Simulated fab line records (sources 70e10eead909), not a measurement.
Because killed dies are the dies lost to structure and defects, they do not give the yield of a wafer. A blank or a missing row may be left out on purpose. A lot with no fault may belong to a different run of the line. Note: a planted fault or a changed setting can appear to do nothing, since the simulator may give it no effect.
Code-filled problem report in 8D (eight disciplines) form	flow nand-harc	the parts of the form that need people (team, actions taken, sign-off) are left out

## 1. WHAT WENT WRONG
Mean of thk-nm at NHARC_A_ONON_D2_THK_MEAS_27: 1423 nm across 6 wafers in 2 lots; on wafers with no fault it is 1003 nm (standard deviation 9.4). Measured from the usual mean, that is +45 standard deviations.
The step: measures by ellipsometry.
Seen first at day 15 17:37 on film-metro-01, wafer L208.1. At this step, 39 wafers from 13 lots have a number in the record. By rule, "out" or "out of limits" means more than 4 standard deviations away from the usual mean. The other wafers with a number count as sound.

## 2. WHAT IT IS, AND WHAT IT ISN'T
question	is	is not
which readings at this step	thk-nm	-
which lots	L208, L211	L201, L203, L204, L213, L215, L218, L219, L220, L221, L223, L224
which wafers of those lots	all that have a number	-
read on which gauges	film-metro-01	film-metro-02
when	from day 15 17:37	up to then (9 sound wafers); but 24 sound wafers of L213, L215, L218, L219, L220, L221, L223, L224 came after

## 3. WHAT RULES OUT EACH SUSPECT
Counting: a tool at a process step up to the reading stays a suspect if it ran every lot that is out and no sound lot after the first of them.
- the gauge at NHARC_A_ONON_D2_THK_MEAS_27: ruled out. All the wafers that are out were read on film-metro-01, but those of them that NHARC_END_SORT_01 has rows for are out there too, on other tools.
- pecvd-onon-04 at NHARC_A_ONON_D2_DEP_25 (target thk 1000 nm): ruled out as a lasting fault. After its first lot that is out, L208 (day 15 17:06), sound lots L224, L223 ran on it.
Left after counting: nothing in the record.

## 4. THE CAUSE (what the simulator had put in)
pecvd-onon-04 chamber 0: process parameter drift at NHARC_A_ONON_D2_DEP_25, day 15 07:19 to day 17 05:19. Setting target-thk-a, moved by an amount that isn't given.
The count ruled it out by mistake, since the rule takes a fault to strike every lot its tool runs from the start of the fault on, and this one did not do so.

## 5. THE EFFECT CHAIN, in route order
Rows list readings where the struck wafers' mean (over those with a number) sits beyond 3 standard deviations from the usual. Only readings whose record carries a usual standard deviation are examined. hours: median over the lots of the time between each lot's start at the first step of this table that gives one and its start at this step. sigmas: the change, counted in usual standard deviations.
hours	step	reading	usual	on struck wafers	change	sigmas
0	NHARC_A_ONON_D2_THK_MEAS_27	thk-nm	1003 nm	1423	+420	+45
279	NHARC_END_SORT_01	killed-at-array	58	670	+612	+41
279	NHARC_END_SORT_01	killed-dies	62	677	+615	+41

## 6. WHAT WOULD HAVE CAUGHT IT SOONER
Counted from the fault's start at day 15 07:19, it took 10 hours until the first out-of-limits reading at a measuring or inspecting step in this record, taken at day 15 17:37.
An alarm limit of 4 standard deviations would not have fired on the tool readings at NHARC_A_ONON_D2_DEP_25 for which the record gives a usual standard deviation, since none of them was out on any struck wafer.
